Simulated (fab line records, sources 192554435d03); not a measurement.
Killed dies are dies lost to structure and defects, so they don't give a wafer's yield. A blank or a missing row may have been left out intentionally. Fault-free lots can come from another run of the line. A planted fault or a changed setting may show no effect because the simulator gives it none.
Which tool was responsible? | flow n5Finfet | 72 wafers from 24 lots sampled at 6 of the route's 1938 steps

WHAT EACH GAUGE READ, for each wafer
N5_BEOL_M12_OCD_MEAS_35. Usual: 319 nm for trenchDepthNm, sd 3.7.
lot  | measured     | on     | trenchDepthNm (nm) | flag
L075 | day 11 14:02 | ocd-02 | 313 314 318        | 
L074 | day 11 19:01 | ocd-01 | 315 321 315        | 
L076 | day 11 19:39 | ocd-01 | 313 317 312        | 
L077 | day 11 21:52 | ocd-01 | 327 327 315        | 
L079 | day 12 14:01 | ocd-02 | 320 316 321        | 
L078 | day 12 14:37 | ocd-01 | 319 318 319        | 
L082 | day 12 22:27 | ocd-02 | 327 321 323        | 
L080 | day 13 01:17 | ocd-02 | 320 315 319        | 
L081 | day 13 01:47 | ocd-01 | 315 318 320        | 
L083 | day 13 18:15 | ocd-02 | 323 324 326        | 
L086 | day 14 07:28 | ocd-02 | 311 318 323        | 
L085 | day 14 07:56 | ocd-02 | 320 320 319        | 
L084 | day 14 08:34 | ocd-01 | 320 323 318        | 
L089 | day 14 18:22 | ocd-01 | 318 319 319        | 
L088 | day 14 18:44 | ocd-02 | 321 314 323        | 
L087 | day 14 20:29 | ocd-02 | 318 315 320        | 
L091 | day 15 00:34 | ocd-01 | 319 321 321        | 
L090 | day 15 03:32 | ocd-02 | 319 317 317        | 
L092 | day 15 07:34 | ocd-02 | 320 317 320        | 
L093 | day 15 09:28 | ocd-02 | 324 320 324        | 
L094 | day 16 10:45 | ocd-01 | 323 323 312        | 
L095 | day 16 18:25 | ocd-01 | 323 321 321        | 
L097 | day 16 22:05 | ocd-01 | 320 323 320        | 
L096 | day 17 04:07 | ocd-02 | 314 314 316        | 

N5_BEOL_M14_OVL_MEAS_11. Usual: for V13_OVL the level is 2 nm and the standard deviation is 5.4.
lot  | measured     | on         | V13_OVL (nm) | flag
L075 | day 12 01:28 | overlay-02 | 1 5 9        | 
L074 | day 12 13:02 | overlay-01 | 6 11 7       | 
L076 | day 12 13:29 | overlay-01 | -4 0 -3      | 
L077 | day 12 13:38 | overlay-01 | 8 3 6        | 
L079 | day 13 04:05 | overlay-01 | -4 -1 2      | 
L078 | day 13 00:17 | overlay-02 | 0 -5 -8      | 
L082 | day 13 12:32 | overlay-01 | 12 6 6       | 
L080 | day 13 16:02 | overlay-01 | -1 -7 -5     | 
L081 | day 13 16:35 | overlay-02 | 4 11 5       | 
L083 | day 14 08:57 | overlay-01 | 8 4 3        | 
L086 | day 14 17:31 | overlay-02 | 4 -7 4       | 
L085 | day 14 21:11 | overlay-01 | 4 0 -1       | 
L084 | day 14 23:38 | overlay-02 | 9 5 8        | 
L089 | day 15 04:46 | overlay-02 | 2 6 3        | 
L088 | day 15 08:09 | overlay-02 | 5 1 0        | 
L087 | day 15 07:22 | overlay-01 | 0 -8 0       | 
L091 | day 15 10:35 | overlay-01 | 3 8 3        | 
L090 | day 15 12:47 | overlay-02 | -2 6 2       | 
L092 | day 15 22:32 | overlay-01 | -2 -5 -15    | 
L093 | day 16 01:07 | overlay-01 | -1 4 9       | 
L094 | day 16 20:03 | overlay-02 | 5 1 5        | 
L095 | day 17 01:59 | overlay-01 | 7 0 0        | 
L097 | day 17 07:23 | overlay-02 | -3 -10 -5    | 
L096 | day 17 15:03 | overlay-02 | -7 0 1       | 

WHAT TOOL EACH LOT RAN ON (gives the tool, then ch and the chambers of the sampled wafers, and finally the start)
lot  | N5_BEOL_M12_PRE_CLEAN_42    | N5_BEOL_M13_STRIP_63                | N5_BEOL_M13_SPUTTER_45      | N5_BEOL_M13_ANNEAL_48
L075 | pvdSputter-01, day 11 15:15 | plasmaAsher-02 ch 0, day 11 17:35   | pvdSputter-03, day 11 23:43 | rtpAnneal-01 ch 0, day 12 00:12
L074 | pvdSputter-01, day 11 23:56 | plasmaAsher-02 ch 0,1, day 12 02:17 | pvdSputter-01, day 12 10:37 | rtpAnneal-01 ch 0, day 12 11:19
L076 | pvdSputter-02, day 12 00:02 | plasmaAsher-01 ch 0,1, day 12 02:34 | pvdSputter-02, day 12 11:10 | rtpAnneal-01 ch 0, day 12 11:46
L077 | pvdSputter-03, day 12 00:19 | plasmaAsher-02 ch 0,1, day 12 02:41 | pvdSputter-03, day 12 11:27 | rtpAnneal-02 ch 0, day 12 11:59
L079 | pvdSputter-01, day 12 16:15 | plasmaAsher-02 ch 0,1, day 12 19:14 | pvdSputter-03, day 13 02:30 | rtpAnneal-02 ch 0, day 13 02:49
L078 | pvdSputter-01, day 12 15:56 | plasmaAsher-01 ch 1, day 12 18:08   | pvdSputter-03, day 12 22:16 | rtpAnneal-01 ch 0, day 12 22:53
L082 | pvdSputter-03, day 13 05:36 | plasmaAsher-01 ch 0,1, day 13 08:04 | pvdSputter-03, day 13 10:49 | rtpAnneal-01 ch 0, day 13 11:06
L080 | pvdSputter-01, day 13 08:46 | plasmaAsher-02 ch 0,1, day 13 11:25 | pvdSputter-03, day 13 14:16 | rtpAnneal-02 ch 0, day 13 14:35
L081 | pvdSputter-03, day 13 10:04 | plasmaAsher-01 ch 0,1, day 13 12:27 | pvdSputter-01, day 13 14:23 | rtpAnneal-01 ch 0, day 13 15:11
L083 | pvdSputter-03, day 13 23:53 | plasmaAsher-02 ch 0,1, day 14 02:08 | pvdSputter-02, day 14 07:17 | rtpAnneal-01 ch 0, day 14 07:42
L086 | pvdSputter-03, day 14 08:03 | plasmaAsher-02 ch 0,1, day 14 10:31 | pvdSputter-02, day 14 15:55 | rtpAnneal-02 ch 0, day 14 16:12
L085 | pvdSputter-02, day 14 13:26 | plasmaAsher-01 ch 1, day 14 15:53   | pvdSputter-01, day 14 19:28 | rtpAnneal-02 ch 0, day 14 19:45
L084 | pvdSputter-01, day 14 14:23 | plasmaAsher-01 ch 0,1, day 14 16:37 | pvdSputter-02, day 14 21:28 | rtpAnneal-01 ch 0, day 14 22:14
L089 | pvdSputter-03, day 14 21:44 | plasmaAsher-02 ch 0,1, day 15 00:08 | pvdSputter-01, day 15 02:17 | rtpAnneal-01 ch 0, day 15 03:27
L088 | pvdSputter-01, day 15 01:26 | plasmaAsher-01 ch 0,1, day 15 04:26 | pvdSputter-03, day 15 06:25 | rtpAnneal-01 ch 0, day 15 06:42
L087 | pvdSputter-01, day 14 22:59 | plasmaAsher-01 ch 0,1, day 15 01:14 | pvdSputter-02, day 15 05:47 | rtpAnneal-01 ch 0, day 15 06:04
L091 | pvdSputter-02, day 15 02:01 | plasmaAsher-02 ch 0,1, day 15 04:45 | pvdSputter-03, day 15 08:56 | rtpAnneal-01 ch 0, day 15 09:16
L090 | pvdSputter-02, day 15 04:42 | plasmaAsher-02 ch 0,1, day 15 07:15 | pvdSputter-02, day 15 10:15 | rtpAnneal-01 ch 0, day 15 11:20
L092 | pvdSputter-02, day 15 09:20 | plasmaAsher-01 ch 0,1, day 15 11:34 | pvdSputter-02, day 15 20:57 | rtpAnneal-01 ch 0, day 15 21:14
L093 | pvdSputter-02, day 15 10:25 | plasmaAsher-02 ch 0,1, day 15 13:13 | pvdSputter-01, day 15 23:32 | rtpAnneal-01 ch 0, day 15 23:49
L094 | pvdSputter-02, day 16 13:02 | plasmaAsher-01 ch 0,1, day 16 15:08 | pvdSputter-01, day 16 18:19 | rtpAnneal-02 ch 0, day 16 18:39
L095 | pvdSputter-01, day 16 19:34 | plasmaAsher-01 ch 1, day 16 21:41   | pvdSputter-01, day 17 00:07 | rtpAnneal-01 ch 0, day 17 00:36
L097 | pvdSputter-02, day 16 23:55 | plasmaAsher-02 ch 0,1, day 17 02:12 | pvdSputter-03, day 17 05:28 | rtpAnneal-02 ch 0, day 17 05:59
L096 | pvdSputter-01, day 17 05:41 | plasmaAsher-01 ch 0,1, day 17 08:12 | pvdSputter-02, day 17 13:22 | rtpAnneal-02 ch 0, day 17 13:44
- N5_BEOL_M12_PRE_CLEAN_42: time 30 s.
- N5_BEOL_M13_STRIP_63: strips in N2/H2.
- N5_BEOL_M13_SPUTTER_45: material Cu, target thk 80 nm, time 13.33 s.
- N5_BEOL_M13_ANNEAL_48: time 90 s.

AS READ BY THE TOOLS THEMSELVES (means over the sampled wafers that have a number; for cases with no such wafer, the mark the record gives instead)
N5_BEOL_M12_PRE_CLEAN_42. Usual: 316 W for heaterPowerW, sd 22.
lot  | tool          | heaterPowerW (W) | flag
L075 | pvdSputter-01 | 310              | 
L074 | pvdSputter-01 | 312              | 
L076 | pvdSputter-02 | 320              | 
L077 | pvdSputter-03 | 320              | 
L079 | pvdSputter-01 | 324              | 
L078 | pvdSputter-01 | 326              | 
L082 | pvdSputter-03 | 323              | 
L080 | pvdSputter-01 | 326              | 
L081 | pvdSputter-03 | 320              | 
L083 | pvdSputter-03 | 327              | 
L086 | pvdSputter-03 | 307              | 
L085 | pvdSputter-02 | 287              | 
L084 | pvdSputter-01 | 329              | 
L089 | pvdSputter-03 | 325              | 
L088 | pvdSputter-01 | 325              | 
L087 | pvdSputter-01 | 330              | 
L091 | pvdSputter-02 | 316              | 
L090 | pvdSputter-02 | 316              | 
L092 | pvdSputter-02 | 307              | 
L093 | pvdSputter-02 | 317              | 
L094 | pvdSputter-02 | 316              | 
L095 | pvdSputter-01 | 331              | 
L097 | pvdSputter-02 | 316              | 
L096 | pvdSputter-01 | 325              | 

N5_BEOL_M13_STRIP_63. Usual: drypumpMotorCurrentA 5.8 A, standard deviation 0.32; heaterPowerW 354 W, standard deviation 32; oesProductAu 0.675 a.u., standard deviation 0.0046; stripTimeToEndpointS 28.3 s, standard deviation 1.
lot  | tool           | drypumpMotorCurrentA (A) | heaterPowerW (W) | oesProductAu (a.u.) | stripTimeToEndpointS (s) | flag
L075 | plasmaAsher-02 | 5.5                      | 364              | 0.671               | 29.9                     | 
L074 | plasmaAsher-02 | 5.8                      | 367              | 0.673               | 27.3                     | 
L076 | plasmaAsher-01 | 5.7                      | 329              | 0.675               | 28.5                     | 
L077 | plasmaAsher-02 | 5.8                      | 367              | 0.674               | 27.7                     | 
L079 | plasmaAsher-02 | 5.6                      | 372              | 0.677               | 28.5                     | 
L078 | plasmaAsher-01 | 6.1                      | 381              | 0.672               | 27.5                     | 
L082 | plasmaAsher-01 | 5.9                      | 354              | 0.672               | 28.6                     | 
L080 | plasmaAsher-02 | 5.8                      | 367              | 0.676               | 27.5                     | 
L081 | plasmaAsher-01 | 5.9                      | 352              | 0.682               | 29.7                     | 
L083 | plasmaAsher-02 | 5.8                      | 372              | 0.675               | 28.4                     | 
L086 | plasmaAsher-02 | 5.8                      | 363              | 0.677               | 27.7                     | 
L085 | plasmaAsher-01 | 6.1                      | 382              | 0.672               | 28.1                     | 
L084 | plasmaAsher-01 | 5.6                      | 326              | 0.678               | 29.2                     | 
L089 | plasmaAsher-02 | 5.6                      | 366              | 0.671               | 27.6                     | 
L088 | plasmaAsher-01 | 5.9                      | 354              | 0.677               | 28.8                     | 
L087 | plasmaAsher-01 | 5.9                      | 349              | 0.675               | 29.2                     | 
L091 | plasmaAsher-02 | 5.7                      | 369              | 0.676               | 27.2                     | 
L090 | plasmaAsher-02 | 5.8                      | 370              | 0.674               | 29.0                     | 
L092 | plasmaAsher-01 | 5.6                      | 328              | 0.674               | 28.0                     | 
L093 | plasmaAsher-02 | 5.8                      | 368              | 0.676               | 28.7                     | 
L094 | plasmaAsher-01 | 5.7                      | 325              | 0.676               | 28.5                     | 
L095 | plasmaAsher-01 | 6.2                      | 381              | 0.676               | 27.8                     | 
L097 | plasmaAsher-02 | 5.7                      | 364              | 0.671               | 27.5                     | 
L096 | plasmaAsher-01 | 5.6                      | 333              | 0.671               | 27.6                     | 

N5_BEOL_M13_SPUTTER_45. Usual: biasV 60.0 V, standard deviation 0.59; chamberPressurePa 0.13 Pa, standard deviation 0.00023; throttleValvePct 30.7 %, standard deviation 0.86.
lot  | tool          | biasV (V) | chamberPressurePa (Pa) | throttleValvePct (%) | flag
L075 | pvdSputter-03 | 59.5      | 0.13                   | 30.9                 | 
L074 | pvdSputter-01 | 60.6      | 0.13                   | 29.9                 | 
L076 | pvdSputter-02 | 59.6      | 0.13                   | 31.2                 | 
L077 | pvdSputter-03 | 60.0      | 0.13                   | 31.2                 | 
L079 | pvdSputter-03 | 59.6      | 0.13                   | 31.5                 | 
L078 | pvdSputter-03 | 59.7      | 0.13                   | 31.3                 | 
L082 | pvdSputter-03 | 60.4      | 0.13                   | 30.8                 | 
L080 | pvdSputter-03 | 59.9      | 0.13                   | 31.4                 | 
L081 | pvdSputter-01 | 59.8      | 0.13                   | 30.1                 | 
L083 | pvdSputter-02 | 60.0      | 0.13                   | 30.5                 | 
L086 | pvdSputter-02 | 59.8      | 0.13                   | 30.6                 | 
L085 | pvdSputter-01 | 60.1      | 0.13                   | 30.0                 | 
L084 | pvdSputter-02 | 60.1      | 0.13                   | 31.7                 | 
L089 | pvdSputter-01 | 59.8      | 0.13                   | 29.9                 | 
L088 | pvdSputter-03 | 60.0      | 0.13                   | 31.4                 | 
L087 | pvdSputter-02 | 60.1      | 0.13                   | 30.7                 | 
L091 | pvdSputter-03 | 60.5      | 0.13                   | 31.7                 | 
L090 | pvdSputter-02 | 60.3      | 0.13                   | 30.9                 | 
L092 | pvdSputter-02 | 59.9      | 0.13                   | 30.6                 | 
L093 | pvdSputter-01 | 59.2      | 0.13                   | 30.2                 | 
L094 | pvdSputter-01 | 59.9      | 0.13                   | 29.8                 | 
L095 | pvdSputter-01 | 60.6      | 0.13                   | 30.0                 | 
L097 | pvdSputter-03 | 59.2      | 0.13                   | 31.3                 | 
L096 | pvdSputter-02 | 59.9      | 0.13                   | 30.9                 | 

N5_BEOL_M13_ANNEAL_48. Usual: 226.6 for wafer_temp_C_max, sd 0.68.
lot  | tool         | wafer_temp_C_max | flag
L075 | rtpAnneal-01 | 226.8            | 
L074 | rtpAnneal-01 | 227.1            | 
L076 | rtpAnneal-01 | 227.1            | 
L077 | rtpAnneal-02 | 226.0            | 
L079 | rtpAnneal-02 | 225.6            | 
L078 | rtpAnneal-01 | 226.9            | 
L082 | rtpAnneal-01 | 227.1            | 
L080 | rtpAnneal-02 | 225.6            | 
L081 | rtpAnneal-01 | 227.0            | 
L083 | rtpAnneal-01 | 227.2            | 
L086 | rtpAnneal-02 | 225.7            | 
L085 | rtpAnneal-02 | 225.5            | 
L084 | rtpAnneal-01 | 227.0            | 
L089 | rtpAnneal-01 | 226.8            | 
L088 | rtpAnneal-01 | 227.2            | 
L087 | rtpAnneal-01 | 227.0            | 
L091 | rtpAnneal-01 | 227.0            | 
L090 | rtpAnneal-01 | 226.9            | 
L092 | rtpAnneal-01 | 226.8            | 
L093 | rtpAnneal-01 | 227.0            | 
L094 | rtpAnneal-02 | 225.6            | 
L095 | rtpAnneal-01 | 226.6            | 
L097 | rtpAnneal-02 | 226.0            | 
L096 | rtpAnneal-02 | 225.7            | 

THE ANSWER, worked out from the rows above alone
Rule: a lot is off if the mean of its wafers that have a number lies more than 3 standard deviations from the usual mean. A lot without any number at a reading at which 4 lots or more have one is off too. Where the step has rows for the other lots, those lots are counted as sound. The gauges are gone through in route order, then the tools' own readings, and for those a lot's mean is taken as printed above. The first step at which some lot is off is used, and at that step the reading that is off furthest; a lot without a number counts as furthest.
Across all readings shown, no lot is off: no conclusion can be drawn from this.

WHAT WAS PUT IN BY THE SIMULATOR
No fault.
